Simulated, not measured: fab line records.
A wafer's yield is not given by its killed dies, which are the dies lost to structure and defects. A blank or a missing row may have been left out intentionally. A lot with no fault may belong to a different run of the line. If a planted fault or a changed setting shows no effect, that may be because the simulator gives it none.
Matching of chambers ; flow n5 finfet ; N5_BEOL_M12_ILD_DEP_00 on pecvd-03 has 3 sister chambers
The step deposits SiOC from DEMS/O2, target thk 658.92 nm, time 130.7 s. 14 wafers are shown with their chamber, then 7 later ones without.

## EACH WAFER AND ITS CHAMBER
wafer;chamber;throttle valve pct (%);showerhead vpp V (V);heater power w (W)
L077.1;1;12.3;1362;531
L077.4;0;12.5;1299;606
L077.5;0;12.4;1305;477
L080.1;0;12.3;1306;569
L080.5;0;12.5;1283;571
L080.6;2;11.2;1406;383
L083.4;1;12.5;1362;513
L083.5;2;11.1;1402;387
L083.6;0;12.4;1314;553
L084.1;1;12.4;1380;439
L084.2;2;11.3;1388;401
L084.4;0;12.4;1310;599
L089.1;1;12.5;1354;471
L089.3;2;11.3;1396;384

SIGNATURES, as means of the wafers listed above
reading;chamber 0;chamber 1;chamber 2;scatter within a chamber
throttle valve pct;12.417;12.425;11.225;0.087
showerhead vpp V;1302.83;1364.50;1398.00;10.2
heater power w;562.50;488.50;388.75;38.3
Rule: a wafer's distance from a chamber is the root of the sum, over the readings, of the square of ((its reading less the chamber's mean) divided by the reading's scatter). If the next closest chamber is less than 2 further off than the closest, the wafer can't be placed; otherwise it belongs to the closest. The scatter: take each reading less its chamber's mean, square it, sum over the shown wafers, divide by the number of wafers less the number of chambers, and take the root.

## WAFERS WITH NO CHAMBER GIVEN
wafer;throttle valve pct (%);showerhead vpp V (V);heater power w (W)
L089.4;11.2;1389;407
L085.2;11.3;1370;396
L085.3;12.4;1370;487
L085.5;12.4;1370;508
L090.2;11.2;1411;405
L090.4;11.5;1388;404
L090.6;12.5;1318;548

## CHAMBER TAKEN BY EACH
wafer;from the rows above;in truth
L089.4;2;2
L085.2;2;2
L085.3;1;1
L085.5;1;1
L090.2;2;2
L090.4;2;2
L090.6;0;0
Placed correctly: 7 of 7. Left unplaced by these rows: 0. Placed wrongly: 0.
